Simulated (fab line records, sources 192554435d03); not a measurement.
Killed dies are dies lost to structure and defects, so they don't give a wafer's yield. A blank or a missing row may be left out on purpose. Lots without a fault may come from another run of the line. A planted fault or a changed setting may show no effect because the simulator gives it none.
Chamber matching | flow n5_finfet | N5_BEOL_M4_STRIP_36 on rie_diel-04: 4 sister chambers
The step strips in N2/H2. 8 wafers are shown with their chamber, then 8 later ones without.

WAFERS WITH THEIR CHAMBER
wafer  | chamber | throttle_valve_pct (%) | drypump_motor_current_A (A)
L080.5 | 2       | 24.30                  | 5.4
L085.2 | 2       | 24.36                  | 5.5
L085.3 | 1       | 23.15                  | 5.3
L085.6 | 0       | 23.51                  | 6.4
L087.2 | 3       | 23.26                  | 6.5
L087.3 | 1       | 23.16                  | 5.3
L087.5 | 3       | 23.24                  | 6.5
L089.2 | 0       | 23.51                  | 6.4

WAFERS WITHOUT THEIR CHAMBER
wafer  | throttle_valve_pct (%) | drypump_motor_current_A (A)
L089.4 | 23.16                  | 5.3
L089.5 | 23.53                  | 6.4
L092.1 | 23.21                  | 5.3
L092.2 | 23.29                  | 6.5
L092.5 | 23.16                  | 5.3
L097.4 | 23.18                  | 5.3
L097.5 | 23.29                  | 6.5
L097.6 | 24.00                  | 5.4

WHICH CHAMBER EACH WENT THROUGH
wafer  | from the rows above | in truth
L089.4 | 1                   | 1
L089.5 | 0                   | 0
L092.1 | 1                   | 1
L092.2 | 3                   | 3
L092.5 | 1                   | 1
L097.4 | 1                   | 1
L097.5 | 3                   | 3
L097.6 | 2                   | 2
Placed correctly: 8 of 8. Can't be placed from these rows: 0. Placed wrongly: 0.
How it was worked out, from the rows above alone: a wafer's distance from a chamber is the root of the sum, over the readings, of the square of ((its reading less the chamber's mean) divided by the reading's scatter). The wafer belongs to the nearest chamber; if the next one is less than 2 further off, it can't be placed. A chamber's mean is the mean of its shown wafers. The scatter: the root of (the sum of the squares of (reading less its chamber's mean) over the shown wafers, divided by (wafers less chambers)).
